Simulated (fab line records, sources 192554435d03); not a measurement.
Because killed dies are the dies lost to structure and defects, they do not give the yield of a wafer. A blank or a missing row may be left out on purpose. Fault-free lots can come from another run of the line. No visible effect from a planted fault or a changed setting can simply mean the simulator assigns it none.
fab line records | flow n5Finfet
record lots=6 wafers=18 lastDay=18
route steps=1938 shown TV_LITHO@1876 TV_OPEN@1887 PASSIVATION@1936
lots untouched by any fault: they come from a run of this same line in which no faults occurred
startH: hours from the record's first day to the start of the lot's first wafer shown | waitH: hours from the lot's prior step to this one | " repeats the value in the row above | L1.1+2: a row that stands for several wafers | - either no value or no given start | * or withheld: withheld | < > ~ a bound
route shown NAME@n: a module of which the file shows steps, and the number in the route of the first | usual: mean and standard deviation over wafers with no fault | same: alike in all rows | chamber/n: place in a boat | sites: each site's reading | _std_site: how widely they spread, as a standard deviation | _edge_site: inner sites' mean taken away from outer sites' mean | radiusMm: how far each site lies from the wafer's centre | mask NAME#n: copy n | behind: the most recent tool/chamber to have shaped the wafer | hold: why the lot was held/for how many hours/how that ended | device: whichever transistor did not switch (one of n, p or np) | end of line: tests run on the same wafers once the route is complete | where a step has no rows: the recipe by itself | killed: at the first sort, the dies lost to defects and structure; wafer yield is something else | map: the dies of a wafer, with x for killed, . for not killed, _ for no die there
set.NAME: the run value of the setting; set.NAME@STEP: its run value at that earlier step | model.NAME: the simulator's own value behind a step, which no gauge read
certain route steps with their lots: each step a table, each wafer a row
services: the hour from which a tool's chamber was out of use, counted from the record's first day as startH (under 0 if before that day), plus the number of hours and why
## steps
# step N5_PASSIVATION_COAT_04
# recipe spinRpm=* resistThkNm=*
# step N5_PASSIVATION_EBR_06
# recipe solvent=PGMEA ebrWidthMm=1.5
# step N5_PASSIVATION_SOFTBAKE_05
# recipe tempC=100 timeS=90
# step N5_PASSIVATION_EXPOSE_07
# recipe maskId=TV na=0.55 sourceShape=conventional sigmaOuter=0.8 polarization=unpolarized defocusNm=0 targetCdNm=3000 doseMj=22.75
# step N5_PASSIVATION_PEB_08
# recipe pebTempC=withheld pebTimeS=*
# step N5_PASSIVATION_DEVELOP_09
# recipe developTimeS=60 rinseLiquid=diw dry=airSpin devTempC=21
# step N5_PASSIVATION_HARDBAKE_11
# recipe tempC=130 timeS=120
# step N5_PASSIVATION_CD_MEAS_10
# recipe targetCdNm=3000 landingEnergyEv=500 detector=seInlens
# usual cdNm=2998.3/2.7
# columns lot.wafer tool chamber startH waitH cdNm
L651.2 cdSem-02 0 312.78 - 2995.2
L651.4 " 0 " " 3002.5
L651.5 " 0 " " 3001.1
L652.3 cdSem-03 0 322.34 - 2995.0
L652.4 " 0 " " 2998.4
L652.6 " 0 " " 2998.3
L660.1 cdSem-03 0 386.10 - 2999.7
L660.3 " 0 " " 3000.6
L660.5 " 0 " " 2996.6
L662.4 cdSem-01 0 393.19 - 2999.1
L662.5 " 0 " " 2998.7
L662.6 " 0 " " 3000.9
L665.1 cdSem-02 0 413.30 - 3002.3
L665.3 " 0 " " 2996.0
L665.6 " 0 " " 2997.7
L664.1 cdSem-03 0 413.46 - 2997.8
L664.4 " 0 " " 2996.2
L664.6 " 0 " " 2995.1
# step N5_PASSIVATION_OVL_MEAS_60
# recipe pointsPerWafer=44
# usual TV_OVL=2/5.6
# columns lot.wafer tool chamber startH waitH TV_OVL[nm]
L651.2 overlay-02 0 312.81 0.0 9
L651.4 " 0 " " 11
L651.5 " 0 " " -2
L652.3 overlay-01 0 322.37 0.0 0
L652.4 " 0 " " 7
L652.6 " 0 " " 6
L660.1 overlay-02 0 386.13 0.0 -4
L660.3 " 0 " " 8
L660.5 " 0 " " -4
L662.4 overlay-02 0 393.22 0.0 2
L662.5 " 0 " " 12
L662.6 " 0 " " 10
L665.1 overlay-01 0 413.33 0.0 -3
L665.3 " 0 " " -2
L665.6 " 0 " " -13
L664.1 overlay-02 0 413.49 0.0 -3
L664.4 " 0 " " 3
L664.6 " 0 " " -1
# step N5_PASSIVATION_INSPECT_61
# recipe mode=adi inspectInstrument=macro
# usual rawDefectCount=2.1/1.4
# columns lot.wafer tool chamber startH waitH rawDefectCount
L651.2 defectInspect-02 - 312.83 0.0 2
L651.4 " - " " 2
L651.5 " - " " 3
L652.3 defectInspect-02 - 322.39 0.0 1
L652.4 " - " " 2
L652.6 " - " " 2
L660.1 defectInspect-01 - 386.16 0.0 4
L660.3 " - " " 3
L660.5 " - " " 1
L662.4 defectInspect-01 - 393.25 0.0 3
L662.5 " - " " 4
L662.6 " - " " 1
L665.1 defectInspect-02 - 413.35 0.0 1
L665.3 " - " " 1
L665.6 " - " " 2
L664.1 defectInspect-02 - 413.51 0.0 1
L664.4 " - " " 1
L664.6 " - " " 5
# step N5_PASSIVATION_DESCUM_12
# recipe chemistry=O2 timeS=7.9 sourcePowerW=50 biasPowerW=20 pressureMtorr=20 rfFrequencyHz=2.712e+07 tempC=40 o2FlowSccm=225
# usual drypumpMotorCurrentA=5.9/0.46 oesProductAu=0.78/0.095 rfVppV=243.0/1.6 showerheadPlenumPTorr=2.07/0.088 throttleValvePct=20.4/0.33
# columns lot.wafer tool chamber startH waitH drypumpMotorCurrentA oesProductAu rfHoursCounterH rfVppV showerheadPlenumPTorr throttleValvePct
L651.2 rieDiel-03 0 313.01 0.2 5.8 0.72 195 244.0 2.17 20.9
L651.4 " 3 " " 5.8 0.75 151 241.8 1.98 19.9
L651.5 " 0 " " 5.8 0.72 - 243.8 2.17 20.9
L652.3 rieDiel-01 2 322.45 0.1 5.4 0.68 232 244.7 2.18 20.8
L652.4 " 0 " " 5.5 0.96 4 241.8 2.06 20.4
L652.6 " 3 " " 5.4 0.75 - 242.8 2.08 20.8
L660.1 rieDiel-01 0 386.25 0.1 5.5 0.90 24 243.6 2.05 20.4
L660.3 " 1 " " 5.5 0.82 60 244.7 2.10 20.3
L660.5 " 3 " " 5.4 0.72 - 242.4 2.07 20.8
L662.4 rieDiel-01 0 393.57 0.3 5.5 0.89 - 242.8 2.05 20.4
L662.5 " 3 " " 5.4 0.72 - 243.8 2.07 20.8
L662.6 " 0 " " 5.5 0.89 - 243.8 2.05 20.4
L665.1 rieDiel-06 2 413.54 0.2 5.7 0.88 51 241.9 2.03 20.7
L665.3 " 1 " " 6.5 0.79 106 244.5 2.17 20.3
L665.6 " 0 " " 6.5 0.98 - 246.0 2.24 19.8
L664.1 rieDiel-03 1 413.81 0.3 6.8 0.97 10 244.7 2.24 20.4
L664.4 " 1 " " 6.8 0.98 - 245.9 2.24 20.4
L664.6 " 0 " " 5.8 0.71 - 244.2 2.16 21.0
# step N5_PASSIVATION_PASS_ETCH_74
# recipe chemistry=CF4/O2 target=SiNx targetDepthA=2200 timeS=110 ionEnergyEv=100 pressureMtorr=40 sourceW=535 biasW=49 Ar_flow_sccm=100 cf4FlowSccm=100 O2_flow_sccm=10
# usual drypumpMotorCurrentA=5.9/0.46 oes_f_703_au=0.77/0.091 oesProductAu=0.78/0.095 rfFwdPowerW=532.3/1.6 rfVppV=239/7.7 showerheadPlenumPTorr=2.19/0.088 throttleValvePct=16.08/0.28
# columns lot.wafer tool chamber startH waitH drypumpMotorCurrentA oes_f_703_au oesProductAu rfFwdPowerW rfHoursCounterH rfVppV showerheadPlenumPTorr throttleValvePct
L651.2 rieDiel-03 0 313.08 0.0 5.7 0.71 0.71 532.1 195 247 2.27 16.36
L651.4 " 3 " " 5.8 0.78 0.76 531.6 151 238 2.12 15.74
L651.5 " 0 " " 5.7 0.71 0.71 534.2 - 245 2.27 16.37
L652.3 rieDiel-01 2 322.51 0.0 5.4 0.69 0.68 531.2 232 244 2.26 16.19
L652.4 " 0 " " 5.5 0.95 0.96 532.3 4 234 2.19 15.91
L652.6 " 3 " " 5.4 0.72 0.73 533.9 - 238 2.21 16.46
L660.1 rieDiel-01 0 386.32 0.0 5.5 0.88 0.90 531.0 24 235 2.18 15.95
L660.3 " 1 " " 5.5 0.85 0.85 533.9 60 235 2.24 16.08
L660.5 " 3 " " 5.4 0.71 0.71 531.2 - 239 2.21 16.50
L662.4 rieDiel-01 0 393.69 0.1 5.5 0.88 0.89 530.7 - 236 2.18 15.96
L662.5 " 3 " " 5.4 0.71 0.70 529.0 - 239 2.20 16.51
L662.6 " 0 " " 5.5 0.88 0.89 532.3 - 235 2.18 15.97
L665.1 rieDiel-06 2 413.60 0.0 5.6 0.86 0.88 530.5 51 243 2.14 16.15
L665.3 " 1 " " 6.5 0.75 0.78 532.4 106 243 2.30 15.99
L665.6 " 0 " " 6.5 1.01 1.00 530.6 - 235 2.34 15.33
L664.1 rieDiel-03 1 413.87 0.0 6.8 1.00 1.00 530.7 10 239 2.35 15.93
L664.4 " 1 " " 6.8 1.01 1.00 530.9 - 242 2.35 15.94
L664.6 " 0 " " 5.7 0.68 0.69 531.7 - 247 2.26 16.43
# step N5_PASSIVATION_VIA_ETCH_13
# recipe chemistry=CHF3/O2 target=SiO2 targetDepthA=6600 CHF3_flow_sccm=50 O2_flow_sccm=5 Ar_flow_sccm=200 timeS=330 maskMaterial=PR pressureMtorr=30 sourceW=650 biasW=170 ionEnergyEv=200 ends=cleared
# usual drypumpMotorCurrentA=5.9/0.46 etchRfOnTimeS=235/6.1 oes_f_703_au=0.77/0.09 oesProductAu=0.70/0.086 rfFwdPowerW=647.6/1.8 rfVppV=521/16 showerheadPlenumPTorr=2.40/0.096 throttleValvePct=18.99/0.25
# columns lot.wafer tool chamber startH waitH drypumpMotorCurrentA etchRfOnTimeS oes_f_703_au oesProductAu rfFwdPowerW rfHoursCounterH rfVppV showerheadPlenumPTorr throttleValvePct
L651.2 rieDiel-03 0 313.17 0.0 5.8 236 0.71 0.65 647.2 195 536 2.49 19.32
L651.4 " 3 " " 5.9 236 0.77 0.67 649.0 151 515 2.33 18.68
L651.5 " 0 " " 5.7 248 0.70 0.65 647.9 - 535 2.49 19.31
L652.3 rieDiel-01 2 322.60 0.0 5.4 245 0.69 0.62 649.9 232 532 2.48 19.09
L652.4 " 0 " " 5.5 241 0.96 0.86 645.9 4 509 2.38 18.82
L652.6 " 3 " " 5.4 237 0.73 0.66 646.5 - 518 2.40 19.28
L660.1 rieDiel-01 0 386.41 0.0 5.5 215 1.14 0.84 803.4 24 459 2.37 18.86
L660.3 " 1 " " 5.5 217 1.07 0.80 804.7 60 464 2.45 19.04
L660.5 " 3 " " 5.4 220 0.90 0.67 799.1 - 465 2.39 19.30
L662.4 rieDiel-01 0 393.88 0.1 5.5 216 1.13 0.84 805.4 - 457 2.37 18.87
L662.5 " 3 " " 5.4 218 0.90 0.67 802.7 - 466 2.39 19.31
L662.6 " 0 " " 5.5 216 1.13 0.84 806.5 - 458 2.37 18.89
L665.1 rieDiel-06 2 413.69 0.0 5.6 228 0.85 0.80 648.8 51 527 2.36 19.17
L665.3 " 1 " " 6.5 235 0.74 0.71 649.9 106 527 2.53 18.95
L665.6 " 0 " " 6.5 233 1.01 0.89 647.2 - 510 2.57 18.25
L664.1 rieDiel-03 1 413.97 0.0 6.8 221 1.01 0.89 645.6 10 524 2.57 18.86
L664.4 " 1 " " 6.8 226 1.00 0.89 648.6 - 524 2.57 18.86
L664.6 " 0 " " 5.7 238 0.69 0.63 647.1 - 535 2.47 19.37
# step N5_PASSIVATION_STRIP_14
# recipe chemistry=O2 powerW=600 tempC=60 pressureMtorr=30 rfFrequencyHz=6e+07 biasPowerW=0 overashFraction=0.5 o2FlowSccm=225
# usual drypumpMotorCurrentA=5.9/0.46 oesProductAu=0.78/0.094 rfVppV=3.6/0.89 showerheadPlenumPTorr=2.07/0.088 throttleValvePct=16.71/0.3
# columns lot.wafer tool chamber startH waitH drypumpMotorCurrentA oesProductAu rfHoursCounterH rfVppV showerheadPlenumPTorr throttleValvePct
L651.2 rieDiel-03 0 313.37 0.1 5.8 0.73 195 2.4 2.17 17.13
L651.4 " 3 " " 5.8 0.74 151 3.3 1.98 16.29
L651.5 " 0 " " 5.8 0.71 - 4.5 2.17 17.10
L652.3 rieDiel-01 2 322.80 0.1 5.4 0.69 232 3.0 2.19 17.04
L652.4 " 0 " " 5.5 0.95 4 4.4 2.07 16.57
L652.6 " 3 " " 5.4 0.74 - 2.9 2.08 17.04
L660.1 rieDiel-01 0 386.60 0.1 5.5 0.88 24 2.2 2.06 16.60
L660.3 " 1 " " 5.5 0.83 61 3.0 2.10 16.59
L660.5 " 3 " " 5.4 0.72 - 3.2 2.07 17.09
L662.4 rieDiel-01 0 394.09 0.1 5.5 0.89 - 2.8 2.06 16.60
L662.5 " 3 " " 5.5 0.71 - 3.3 2.07 17.09
L662.6 " 0 " " 5.5 0.90 - 3.9 2.06 16.59
L665.1 rieDiel-06 2 413.89 0.1 5.6 0.89 51 2.7 2.04 16.88
L665.3 " 1 " " 6.5 0.80 106 4.4 2.17 16.58
L665.6 " 0 " " 6.5 0.98 - 4.1 2.24 16.05
L664.1 rieDiel-03 1 414.16 0.1 6.8 0.97 10 3.6 2.25 16.63
L664.4 " 1 " " 6.8 0.96 - 3.3 2.25 16.66
L664.6 " 0 " " 5.7 0.69 - 4.1 2.16 17.16
# step N5_PASSIVATION_PROBE_49
# usual defectLimitedYield=91.2/1.6 killed_at_M0_to_M3=34/11 killed_at_M4_up=13/5.2 killedAtContacts=13/6.3 killedAtFrontEnd=40/14 killedAtOther=3.2/2.4 killedDies=104/19 killedOpen=69/14 killedShort=32/7.5 sort_bin_5_function=5.3/1.1 sort_bin_6_memory=3.2/0.73 sort_bin_8_speed=0.01/0.038 sortNPass=1076/19 sortYieldPct=91.2/1.6
# same grossDies=1180 killedAtBackSide=0 sort_bin_4_leakage[%]=0
# columns lot.wafer tool chamber startH waitH defectLimitedYield[%] killed_at_M0_to_M3 killed_at_M4_up killedAtContacts killedAtFrontEnd killedAtOther killedDies killedOpen killedShort sort_bin_5_function[%] sort_bin_6_memory[%] sort_bin_8_speed[%] sortNPass sortYieldPct[%]
L651.2 prober-02 - 319.90 0.1 91.2 47 11 16 27 3 104 71 33 5.8 2.9 0 1076 91.2
L651.4 prober-02 - 320.00 0.2 90.9 39 17 13 35 3 107 82 23 5.6 3.3 0 1073 90.9
L651.5 prober-02 - 320.05 0.2 91.4 30 19 18 31 4 102 71 27 4.9 3.4 0 1078 91.4
L660.1 prober-01 - 393.34 0.0 91.0 36 6 36 25 3 106 77 28 6.4 2.2 0 1074 91.0
L660.3 prober-01 - 393.44 0.1 93.5 25 10 18 23 1 77 59 15 4.1 2.3 0 1103 93.5
L660.5 prober-01 - 393.54 0.2 91.0 31 17 12 38 8 106 76 30 5.5 3.1 0 1074 91.0
# killed by level:class
L651.2 BEOL_M2:geometricParticle:open=12 MOL_CONTACT_COAG:geometricParticle:open=11 BEOL_M3:geometricParticle:open=8 BEOL_M4:geometricParticle:open=6 DUMMY_GATE:geometricParticle:open=6 BEOL_M0:geometricParticle:open=6 FIN_SAQP:geometricParticle:open=5 MOL_CONTACT_COAG:geometricParticle:short=5
L651.4 BEOL_M2:geometricParticle:open=16 FIN_SAQP:geometricParticle:open=10 MOL_CONTACT_COAG:geometricParticle:open=10 STI_FIN_REVEAL:geometricParticle:open=7 DUMMY_GATE:geometricParticle:open=5 BEOL_M0_SAQP:geometricParticle:open=5 BEOL_M3:geometricParticle:open=5 BEOL_M4:geometricParticle:open=5
L651.5 MOL_CONTACT_COAG:geometricParticle:open=16 BEOL_M2:geometricParticle:open=7 BEOL_M1:geometricParticle:open=6 DUMMY_GATE:geometricParticle:open=6 BEOL_M4:geometricParticle:open=6 FIN_SAQP:geometricParticle:open=5 FIN_SAQP:geometricParticle:short=5 BEOL_M3:geometricParticle:open=5
L660.1 MOL_CONTACT_COAG:geometricParticle:open=29 BEOL_M2:geometricParticle:open=11 STI_FIN_REVEAL:geometricParticle:open=9 MOL_CONTACT_COAG:geometricParticle:short=7 BEOL_M0_SAQP:geometricParticle:short=6 BEOL_M0:geometricParticle:open=5 BEOL_M3:geometricParticle:open=5 FIN_SAQP:geometricParticle:short=3
L660.3 MOL_CONTACT_COAG:geometricParticle:open=17 BEOL_M3:geometricParticle:open=7 BEOL_M1:geometricParticle:open=6 STARTING-WAFER:geometricParticle:open=5 GATE_CUT:geometricParticle:short=4 BEOL_M0:geometricParticle:open=4 STI_FIN_REVEAL:geometricParticle:open=3 BEOL_M2:geometricParticle:open=3
L660.5 MOL_CONTACT_COAG:geometricParticle:open=11 STI_FIN_REVEAL:geometricParticle:open=10 GATE_CUT:geometricParticle:short=8 BEOL_M3:geometricParticle:open=7 BEOL_M0:geometricParticle:open=6 FIN_SAQP:geometricParticle:short=5 BEOL_M0_SAQP:geometricParticle:short=5 BEOL_M5:geometricParticle:open=5
## services
# columns tool chamber startH hours kind
rieDiel-01 1 293.98 4.3 repair
rieDiel-03 - 297.78 2.8 pm
rieDiel-01 - 333.66 2.8 pm
rieDiel-03 2 348.96 - clean
rieDiel-03 2 348.96 - consumableReplace:focusRing
rieDiel-03 2 348.96 17.4 scheduledDown
rieDiel-03 2 348.96 17.4 ventCycle
rieDiel-03 1 366.36 - clean
rieDiel-03 1 366.36 - consumableReplace:focusRing
rieDiel-03 1 366.36 - consumableReplace:showerhead
rieDiel-03 1 366.36 16.0 scheduledDown
rieDiel-03 1 366.36 16.0 ventCycle
rieDiel-06 2 371.77 13.6 repair
rieDiel-01 2 386.25 - clean
rieDiel-01 2 386.25 - consumableReplace:focusRing
rieDiel-01 2 386.25 18.6 scheduledDown
rieDiel-01 2 386.25 18.6 ventCycle
rieDiel-01 1 388.45 10.8 repair
rieDiel-06 0 391.23 - clean
rieDiel-06 0 391.23 - consumableReplace:focusRing
rieDiel-06 0 391.23 - consumableReplace:showerhead
rieDiel-06 0 391.23 16.9 scheduledDown
rieDiel-06 0 391.23 16.9 ventCycle
## key
firstSign step=N5_PASSIVATION_VIA_ETCH_13 reading=rfFwdPowerW direction=up sigmas=88 usual=* struck=*
effect step=N5_PASSIVATION_VIA_ETCH_13 reading=rfVppV direction=down sigmas=3.7 usual=521 struck=462
metAt N5_PASSIVATION_VIA_ETCH_13
struckWafers L660.1,L660.3,L660.5,L662.4,L662.5,L662.6
onsetBetween 322.60 386.41
fault kind=processParameterDrift tool=rieDiel-01 chamber=- onsetH=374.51 steps=N5_PASSIVATION_VIA_ETCH_13 channel=sourceW offset=156 shape=step endH=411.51 actsIn=theseRecipesOnly stated=650
